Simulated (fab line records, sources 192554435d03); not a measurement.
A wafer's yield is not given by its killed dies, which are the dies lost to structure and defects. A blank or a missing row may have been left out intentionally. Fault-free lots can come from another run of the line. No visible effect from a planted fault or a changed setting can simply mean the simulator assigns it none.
A struck lot beside a sound one / flow n5-finfet / 38 out of 1938 route steps
Sound: these wafers, L853.1, L853.2, L853.4. The struck wafers were L859.3, L859.4, L859.6. The cause is named last.
For every step that has rows: the tool of each side, followed by ch and its chambers, followed by its first start. Under that, the readings that differ: sound wafers / struck wafers / difference of the means / sigmas: that difference in standard deviations of wafers without a fault.
alike: readings whose means differ by less than 2 such deviations, and words and numbers that are the same on both sides. not compared: withheld readings, readings that some wafer has no value for, bounds like >300 that may hide the same value, and numbers for which the record gives no deviation and whose values overlap.
A row with sigmas, a row that says differs or no value, or rows on one side alone: a step with any of these is where the two part. Numbers that have no deviation but don't overlap get no sigmas and don't part them. A reading that every wafer of one side lacks parts them only if that side has two wafers or more.

first, 12 steps without rows for these wafers: N5_MOL_CONTACT_COAG_PRECLEAN_111 (cleans in NF3:NH3, afs cycles 1, time 20 s, sublimation time 60 s); N5_MOL_CONTACT_COAG_TI_SIL_19 (material Ti, target thk 4.2 nm, time 15 s); N5_MOL_CONTACT_COAG_ALD_20 (deposits TiN, target thk 1.5 nm, pulse time 1 s, purge time 3 s); N5_MOL_CONTACT_COAG_SIL_ANNEAL_21 (time 60 s); N5_MOL_CONTACT_COAG_PRE_CLEAN_141 (time 60 s); N5_MOL_CONTACT_COAG_SPUTTER_143 (material Co, target thk 2.5 nm); N5_MOL_CONTACT_COAG_CO_FILL_22 (material Co, precursor CCTBA/H2, target thk 20 nm); N5_MOL_CONTACT_COAG_ANNEAL_113 (time 300 s); N5_MOL_CONTACT_COAG_PRE_CLEAN_142 (time 60 s); N5_MOL_CONTACT_COAG_SPUTTER_130 (material Co, target thk 47.5 nm); N5_MOL_CONTACT_COAG_PRECLEAN_125 (cleans in DIW, time 57.5 s); N5_MOL_CONTACT_COAG_SRD_126 (dry time 32 s).
N5_MOL_CONTACT_COAG_CMP_23: polishes, stops on SiO2, t overpolish 1.5 s, target thk 0 nm.
  sound on cmp-03 ch 0,1,2, day 5 04:58; struck on cmp-03 ch 0,1,3, day 6 18:46
reading=platen-rpm (rpm); sound=50.31 50.37 50.28; struck=55.25 55.29 55.26; difference=+4.95; sigmas=+99 or more
  alike: head-pressure-psi, motor-current-A, overpolish-run-s, retaining-ring-pressure-frac, slurry-filter-dp-kPa, time-to-endpoint-s
then, 23 steps without rows for these wafers: N5_MOL_CONTACT_COAG_WET_ETCH_26 (target Co, target depth 13 nm); N5_MOL_CONTACT_COAG_WET_ETCH_116 (etches the open film in SC1-inhibited, target depth 4.6 nm, rinse time 30 s); N5_MOL_CONTACT_COAG_ALD_27 (deposits SiOC, target thk 17 nm, pulse time 1.5 s, time 2720 s); N5_MOL_CONTACT_COAG_CMP_28 (polishes, stops on SiNx, t overpolish 0.85 s, target thk 14.522 nm); N5_MOL_CONTACT_COAG_ALD_123 (deposits SiNx, target thk 5 nm, pulse time 1 s, purge time 2 s); N5_MOL_CONTACT_COAG_PECVD_31 (deposits SiO2 from TEOS/O2, target thk 46 nm, time 8.9 s); N5_MOL_CONTACT_COAG_COAT_75 (time 60 s, resist thk 60 nm); N5_MOL_CONTACT_COAG_COAT_76 (time 60 s, resist thk 10 nm); N5_MOL_CONTACT_COAG_COAT_77 (time 60 s, resist thk 10 nm); N5_MOL_CONTACT_COAG_COAT_78 (resist thk 40 nm); N5_MOL_CONTACT_COAG_EBR_80; N5_MOL_CONTACT_COAG_SOFTBAKE_79 (time 60 s); N5_MOL_CONTACT_COAG_EXPOSE_81 (exposes mask VG, defocus 0 nm); N5_MOL_CONTACT_COAG_PEB_82 (peb time 60 s); N5_MOL_CONTACT_COAG_DEVELOP_83 (develop time 30 s); N5_MOL_CONTACT_COAG_DESCUM_88 (chemistry O2, time 7 s); N5_MOL_CONTACT_COAG_ETCH_89 (etches underlayer in N2/H2, target depth 13 nm, time 10.4 s); N5_MOL_CONTACT_COAG_ETCH_90 (etches SiARC in CF4, target depth 13 nm, time 21.7 s); N5_MOL_CONTACT_COAG_ALD_131 (deposits SiO2, target thk 5 nm, pulse time 1 s, co reactant pulse time 1 s); N5_MOL_CONTACT_COAG_ETCHBACK_132 (etches SiO2 in CHF3, target depth 10 nm, time 6.7 s); N5_MOL_CONTACT_COAG_ETCH_91 (etches SOC in N2/H2, target depth 60 nm, overetch 21 nm, time 101.2 s); N5_MOL_CONTACT_COAG_STRIP_92 (strips in N2/H2); N5_MOL_CONTACT_COAG_STRIP_93 (strips in N2/H2).
N5_MOL_CONTACT_COAG_ETCH_47: etches SiNx in CH3F/O2, stops on W, target depth 27 nm.
  sound on rie-diel-06 ch 0,2,3, day 5 09:58; struck on rie-diel-02 ch 1,3, day 6 23:26
reading=etch-rf-on-time-s (s); sound=30.7 31.4 31.8; struck=30.4 30.2 30.3; difference=-1.0; sigmas=-3
reading=model.etch.depth-nm (nm); sound=18 17.98 18.03; struck=17.8 17.85 17.79; difference=-0.2; sigmas=
  alike: O2_flow_sccm, bias-w, drypump-motor-current-A, oes-product-au, rf-fwd-power-W, rf-vpp-V, showerhead-plenum-p-Torr, throttle-valve-pct
  not compared: rf-hours-counter-h
-- record jumps: 3 days separate the struck wafers' starts on either side; left off in module MOL_CONTACT_COAG, taken up again in module BEOL_M4, whose first shown step is the route's number 1111 --
N5_BEOL_M4_RC_MEAS_101:
  sound on prober-02 ch 0, day 8 01:46; struck on prober-02 ch 0, day 9 21:12
  alike: DIBL_N, DIBL_P, IOFF_N, IOFF_P, ION_N, ION_P, SS_N, SS_P, VT_N, VT_P

WHERE THEY PART
Earliest at N5_MOL_CONTACT_COAG_CMP_23; latest, in this record, at N5_MOL_CONTACT_COAG_ETCH_47. Later steps at which nothing parts them and some readings are alike: N5_BEOL_M4_RC_MEAS_101.

WHY: whatever the simulator had introduced
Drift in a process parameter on cmp-03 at N5_MOL_CONTACT_COAG_CMP_23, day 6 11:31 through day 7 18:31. From 50.289, the setting platen-rpm moved by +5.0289. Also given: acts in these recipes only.
